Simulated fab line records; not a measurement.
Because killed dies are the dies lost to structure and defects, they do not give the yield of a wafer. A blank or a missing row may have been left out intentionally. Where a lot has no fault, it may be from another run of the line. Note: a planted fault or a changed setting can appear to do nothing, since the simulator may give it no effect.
The tool behind it: which one? / flow nand_harc / 13 lots with 37 wafers sampled at 6 steps, on a route of 1159 steps

## WHAT EACH GAUGE READ, for each wafer
NHARC_A_ONON_D1_THK_MEAS_05: measures by ellipsometry.
lot=L128; measured=day 7 21:34; on=film_metro-01; thk_nm (nm)=994 992 993
lot=L131; measured=day 8 12:05; on=film_metro-01; thk_nm (nm)=979 978 979
lot=L130; measured=day 8 12:05; on=film_metro-02; thk_nm (nm)=1002 998 1000
lot=L133; measured=day 8 19:36; on=film_metro-01; thk_nm (nm)=1010 1011 1010
lot=L134; measured=day 9 03:12; on=film_metro-02; thk_nm (nm)=1006 1005 1003
lot=L135; measured=day 9 03:14; on=film_metro-01; thk_nm (nm)=992 992 993
lot=L138; measured=day 10 01:46; on=film_metro-02; thk_nm (nm)=1004 1002 1003
lot=L142; measured=day 10 21:53; on=film_metro-02; thk_nm (nm)=1003 1005 1004
lot=L141; measured=day 10 21:45; on=film_metro-01; thk_nm (nm)=987 990
lot=L139; measured=day 10 22:06; on=film_metro-02; thk_nm (nm)=1000 998
lot=L148; measured=day 12 12:09; on=film_metro-01; thk_nm (nm)=999 998 999
lot=L149; measured=day 12 12:22; on=film_metro-01; thk_nm (nm)=1003 1002 1002
lot=L151; measured=day 13 05:16; on=film_metro-02; thk_nm (nm)=1007 1006 1007

NHARC_A_ONON_D1_THK_MEAS_08: measures by ellipsometry.
lot=L128; measured=day 7 22:08; on=film_metro-02; thk_nm (nm)=989 991 990
lot=L131; measured=day 8 12:47; on=film_metro-01; thk_nm (nm)=991 992 991
lot=L130; measured=day 8 12:40; on=film_metro-02; thk_nm (nm)=1006 1007 1006
lot=L133; measured=day 8 20:10; on=film_metro-02; thk_nm (nm)=1004 1005 1006
lot=L134; measured=day 9 03:46; on=film_metro-01; thk_nm (nm)=999 996 999
lot=L135; measured=day 9 03:47; on=film_metro-01; thk_nm (nm)=1001 1001 1003
lot=L138; measured=day 10 02:20; on=film_metro-02; thk_nm (nm)=982 980 978
lot=L142; measured=day 10 22:47; on=film_metro-02; thk_nm (nm)=998 996 997
lot=L141; measured=day 10 22:36; on=film_metro-01; thk_nm (nm)=1001 714
lot=L139; measured=day 10 22:57; on=film_metro-02; thk_nm (nm)=996 713
lot=L148; measured=day 12 12:44; on=film_metro-02; thk_nm (nm)=1003 1005 1006
lot=L149; measured=day 12 12:56; on=film_metro-02; thk_nm (nm)=1013 1012 1013
lot=L151; measured=day 13 05:50; on=film_metro-02; thk_nm (nm)=1015 1015 1017

NHARC_END_SORT_01.
lot=L133; measured=day 20 19:42; on=prober-01; killed_at_array=40; killed_at_other=2; killed_at_periphery=2; killed_dies=44; killed_open=3; killed_short=2
lot=L134; measured=day 21 08:11; on=prober-02; killed_at_array=22 23 24; killed_at_other=0 2 1; killed_at_periphery=1 3 6; killed_dies=23 28 31; killed_open=1 1 6; killed_short=2 2 2
lot=L135; measured=day 21 05:08; on=prober-01; killed_at_array=20 15 15; killed_at_other=0 0 1; killed_at_periphery=5 3 1; killed_dies=25 18 17; killed_open=3 3 3; killed_short=6 0 4
lot=L138; measured=day 21 22:04; on=prober-02; killed_at_array=22 17 19; killed_at_other=0 1 1; killed_at_periphery=2 1 2; killed_dies=24 19 22; killed_open=5 3 3; killed_short=5 2 3
lot=L142; measured=day 23 05:50; on=prober-01; killed_at_array=31 20 30; killed_at_other=3 2 3; killed_at_periphery=3 6 3; killed_dies=37 28 36; killed_open=2 3 2; killed_short=2 4 2
lot=L141; measured=day 23 15:38; on=prober-02; killed_at_array=41 677; killed_at_other=0 0; killed_at_periphery=3 0; killed_dies=44 677; killed_open=4 2; killed_short=4 2
lot=L139; measured=day 23 15:37; on=prober-01; killed_at_array=27 675; killed_at_other=1 0; killed_at_periphery=4 2; killed_dies=32 677; killed_open=5 3; killed_short=1 0

## EACH LOT AND THE TOOL THAT RAN IT (in order: tool; ch and the chambers of the sampled wafers; start)
lot=L128; NHARC_P_BONDPAD_ACTIVATE_29=rie_diel-09 ch 0,1,3, day 6 23:00; NHARC_A_ZERO_WELL_ETCH_13=rie_si-03 ch 1,2, day 7 00:35; NHARC_A_ONON_D1_DEP_06=pecvd_onon-02 ch 0, day 7 21:48
lot=L131; NHARC_P_BONDPAD_ACTIVATE_29=rie_diel-05 ch 1,2,3, day 7 08:08; NHARC_A_ZERO_WELL_ETCH_13=rie_si-03 ch 2,3, day 7 09:46; NHARC_A_ONON_D1_DEP_06=pecvd_onon-02 ch 0, day 8 12:17
lot=L130; NHARC_P_BONDPAD_ACTIVATE_29=rie_diel-05 ch 0,1, day 7 08:46; NHARC_A_ZERO_WELL_ETCH_13=rie_si-05 ch 0,1, day 7 10:29; NHARC_A_ONON_D1_DEP_06=pecvd_onon-01 ch 0, day 8 12:09
lot=L133; NHARC_P_BONDPAD_ACTIVATE_29=rie_diel-09 ch 0,1,2, day 7 18:55; NHARC_A_ZERO_WELL_ETCH_13=rie_si-03 ch 0,1, day 7 20:38; NHARC_A_ONON_D1_DEP_06=pecvd_onon-02 ch 0, day 8 19:40
lot=L134; NHARC_P_BONDPAD_ACTIVATE_29=rie_diel-09 ch 0,2,3, day 8 02:35; NHARC_A_ZERO_WELL_ETCH_13=rie_si-05 ch 0,1,2, day 8 04:13; NHARC_A_ONON_D1_DEP_06=pecvd_onon-04 ch 0, day 9 03:15
lot=L135; NHARC_P_BONDPAD_ACTIVATE_29=rie_diel-09 ch 0,2, day 8 03:34; NHARC_A_ZERO_WELL_ETCH_13=rie_si-04 ch 0,1,2, day 8 05:16; NHARC_A_ONON_D1_DEP_06=pecvd_onon-02 ch 0, day 9 03:24
lot=L138; NHARC_P_BONDPAD_ACTIVATE_29=rie_diel-09 ch 0,1, day 8 21:27; NHARC_A_ZERO_WELL_ETCH_13=rie_si-05 ch 1,2, day 8 23:04; NHARC_A_ONON_D1_DEP_06=pecvd_onon-04 ch 0, day 10 01:49
lot=L142; NHARC_P_BONDPAD_ACTIVATE_29=rie_diel-09 ch 2,3, day 9 18:58; NHARC_A_ZERO_WELL_ETCH_13=rie_si-04 ch 1,2, day 9 20:30; NHARC_A_ONON_D1_DEP_06=pecvd_onon-01 ch 0, day 10 22:27
lot=L141; NHARC_P_BONDPAD_ACTIVATE_29=rie_diel-09 ch 1,2, day 9 19:32; NHARC_A_ZERO_WELL_ETCH_13=rie_si-05 ch 0,3, day 9 21:11; NHARC_A_ONON_D1_DEP_06=pecvd_onon-02 ch 0, day 10 22:19
lot=L139; NHARC_P_BONDPAD_ACTIVATE_29=rie_diel-11 ch 2,3, day 9 19:52; NHARC_A_ZERO_WELL_ETCH_13=rie_si-04 ch 2,3, day 9 21:31; NHARC_A_ONON_D1_DEP_06=pecvd_onon-02 ch 0, day 10 22:40
lot=L148; NHARC_P_BONDPAD_ACTIVATE_29=rie_diel-11 ch 0,1, day 11 09:54; NHARC_A_ZERO_WELL_ETCH_13=rie_si-05 ch 0,1, day 11 11:31; NHARC_A_ONON_D1_DEP_06=pecvd_onon-04 ch 0, day 12 12:13
lot=L149; NHARC_P_BONDPAD_ACTIVATE_29=rie_diel-05 ch 1,2, day 11 14:50; NHARC_A_ZERO_WELL_ETCH_13=rie_si-03 ch 0,2, day 11 16:26; NHARC_A_ONON_D1_DEP_06=pecvd_onon-01 ch 0, day 12 12:29
lot=L151; NHARC_P_BONDPAD_ACTIVATE_29=rie_diel-09 ch 1,2,3, day 12 04:41; NHARC_A_ZERO_WELL_ETCH_13=rie_si-03 ch 0,3, day 12 06:16; NHARC_A_ONON_D1_DEP_06=pecvd_onon-04 ch 0, day 13 05:19
- NHARC_P_BONDPAD_ACTIVATE_29: chemistry N2, time 60 s.
- NHARC_A_ZERO_WELL_ETCH_13: etches the open film in HBr/Cl2, target depth 120 nm, time 40.1 s.
- NHARC_A_ONON_D1_DEP_06: target thk 1000 nm.

## AS READ BY THE TOOLS THEMSELVES (means over the sampled wafers that have a number; for cases with no such wafer, the mark the record gives instead)
NHARC_P_BONDPAD_ACTIVATE_29.
lot=L128; tool=rie_diel-09; drypump_motor_current_A (A)=5.6; oes_product_au (a.u.)=1.000; rf_vpp_V (V)=64.4; showerhead_plenum_p_Torr (Torr)=1.81
lot=L131; tool=rie_diel-05; drypump_motor_current_A (A)=5.8; oes_product_au (a.u.)=0.999; rf_vpp_V (V)=64.6; showerhead_plenum_p_Torr (Torr)=1.76
lot=L130; tool=rie_diel-05; drypump_motor_current_A (A)=6.0; oes_product_au (a.u.)=1.004; rf_vpp_V (V)=64.8; showerhead_plenum_p_Torr (Torr)=1.83
lot=L133; tool=rie_diel-09; drypump_motor_current_A (A)=5.5; oes_product_au (a.u.)=1.006; rf_vpp_V (V)=64.0; showerhead_plenum_p_Torr (Torr)=1.76
lot=L134; tool=rie_diel-09; drypump_motor_current_A (A)=5.9; oes_product_au (a.u.)=1.004; rf_vpp_V (V)=64.7; showerhead_plenum_p_Torr (Torr)=1.78
lot=L135; tool=rie_diel-09; drypump_motor_current_A (A)=5.7; oes_product_au (a.u.)=1.002; rf_vpp_V (V)=63.7; showerhead_plenum_p_Torr (Torr)=1.71
lot=L138; tool=rie_diel-09; drypump_motor_current_A (A)=5.2; oes_product_au (a.u.)=1.009; rf_vpp_V (V)=63.8; showerhead_plenum_p_Torr (Torr)=1.79
lot=L142; tool=rie_diel-09; drypump_motor_current_A (A)=5.9; oes_product_au (a.u.)=0.999; rf_vpp_V (V)=64.1; showerhead_plenum_p_Torr (Torr)=1.81
lot=L141; tool=rie_diel-09; drypump_motor_current_A (A)=5.3; oes_product_au (a.u.)=0.998; rf_vpp_V (V)=64.7; showerhead_plenum_p_Torr (Torr)=1.81
lot=L139; tool=rie_diel-11; drypump_motor_current_A (A)=6.0; oes_product_au (a.u.)=1.003; rf_vpp_V (V)=63.3; showerhead_plenum_p_Torr (Torr)=1.86
lot=L148; tool=rie_diel-11; drypump_motor_current_A (A)=5.4; oes_product_au (a.u.)=1.000; rf_vpp_V (V)=64.4; showerhead_plenum_p_Torr (Torr)=1.79
lot=L149; tool=rie_diel-05; drypump_motor_current_A (A)=5.8; oes_product_au (a.u.)=1.006; rf_vpp_V (V)=64.9; showerhead_plenum_p_Torr (Torr)=1.81
lot=L151; tool=rie_diel-09; drypump_motor_current_A (A)=5.7; oes_product_au (a.u.)=0.996; rf_vpp_V (V)=64.1; showerhead_plenum_p_Torr (Torr)=1.84

NHARC_A_ZERO_WELL_ETCH_13.
lot=L128; tool=rie_si-03; drypump_motor_current_A (A)=5.9; oes_product_au (a.u.)=1.003; throttle_valve_pct (%)=26.410
lot=L131; tool=rie_si-03; drypump_motor_current_A (A)=5.8; oes_product_au (a.u.)=0.998; throttle_valve_pct (%)=26.399
lot=L130; tool=rie_si-05; drypump_motor_current_A (A)=5.7; oes_product_au (a.u.)=0.997; throttle_valve_pct (%)=26.404
lot=L133; tool=rie_si-03; drypump_motor_current_A (A)=5.5; oes_product_au (a.u.)=1.005; throttle_valve_pct (%)=26.406
lot=L134; tool=rie_si-05; drypump_motor_current_A (A)=5.7; oes_product_au (a.u.)=0.993; throttle_valve_pct (%)=26.405
lot=L135; tool=rie_si-04; drypump_motor_current_A (A)=5.7; oes_product_au (a.u.)=0.997; throttle_valve_pct (%)=26.408
lot=L138; tool=rie_si-05; drypump_motor_current_A (A)=5.7; oes_product_au (a.u.)=1.000; throttle_valve_pct (%)=26.414
lot=L142; tool=rie_si-04; drypump_motor_current_A (A)=5.3; oes_product_au (a.u.)=1.000; throttle_valve_pct (%)=26.403
lot=L141; tool=rie_si-05; drypump_motor_current_A (A)=5.9; oes_product_au (a.u.)=0.996; throttle_valve_pct (%)=26.398
lot=L139; tool=rie_si-04; drypump_motor_current_A (A)=5.2; oes_product_au (a.u.)=0.994; throttle_valve_pct (%)=26.407
lot=L148; tool=rie_si-05; drypump_motor_current_A (A)=5.7; oes_product_au (a.u.)=1.000; throttle_valve_pct (%)=26.413
lot=L149; tool=rie_si-03; drypump_motor_current_A (A)=5.4; oes_product_au (a.u.)=1.002; throttle_valve_pct (%)=26.399
lot=L151; tool=rie_si-03; drypump_motor_current_A (A)=5.5; oes_product_au (a.u.)=1.003; throttle_valve_pct (%)=26.407

## THE ANSWER, worked out from the rows above alone
Rule: the lots themselves supply what counts as usual. The widest of any qualifying gaps counts: lots, ordered by their means at a reading, are off when they make up no more than a third of the lots, leave a main group of 4 or more, and stand apart from it by 3 or more times the standard deviation of that group's means. The tables above print the reading to a certain number of digits; a main group whose means all agree to those digits is not used. Also off: a lot with no number at a reading for which 4 or more lots have one. Where the step has rows for the other lots, those lots are counted as sound. First the gauges in route order, then the tools' own readings, where a lot's mean is used as printed above. At the first step where some lot is off, the reading lying furthest off is the one used; lots without a number count as furthest.
Off: L141, L139, at NHARC_A_ONON_D1_THK_MEAS_08 (thk_nm). The main group: mean 1000 nm, standard deviation 9.9.
If a tool, at a process step before that reading, ran all the lots that are off and no sound lot after the first of them, it fits. Not tried: the gauges at NHARC_A_ONON_D1_THK_MEAS_08; whatever is off there is also off at NHARC_END_SORT_01, on other tools, and gauge error can't account for it. One fits: pecvd_onon-02 at NHARC_A_ONON_D1_DEP_06. A fault onset in the window from L135 (day 9 03:24, its last sound lot) to L141 (day 10 22:19, its first lot off) fits.

## WHAT HAD BEEN PUT IN BY THE SIMULATOR
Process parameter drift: pecvd_onon-02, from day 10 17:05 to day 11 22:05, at NHARC_A_ONON_D1_DEP_06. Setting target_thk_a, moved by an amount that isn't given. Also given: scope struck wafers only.
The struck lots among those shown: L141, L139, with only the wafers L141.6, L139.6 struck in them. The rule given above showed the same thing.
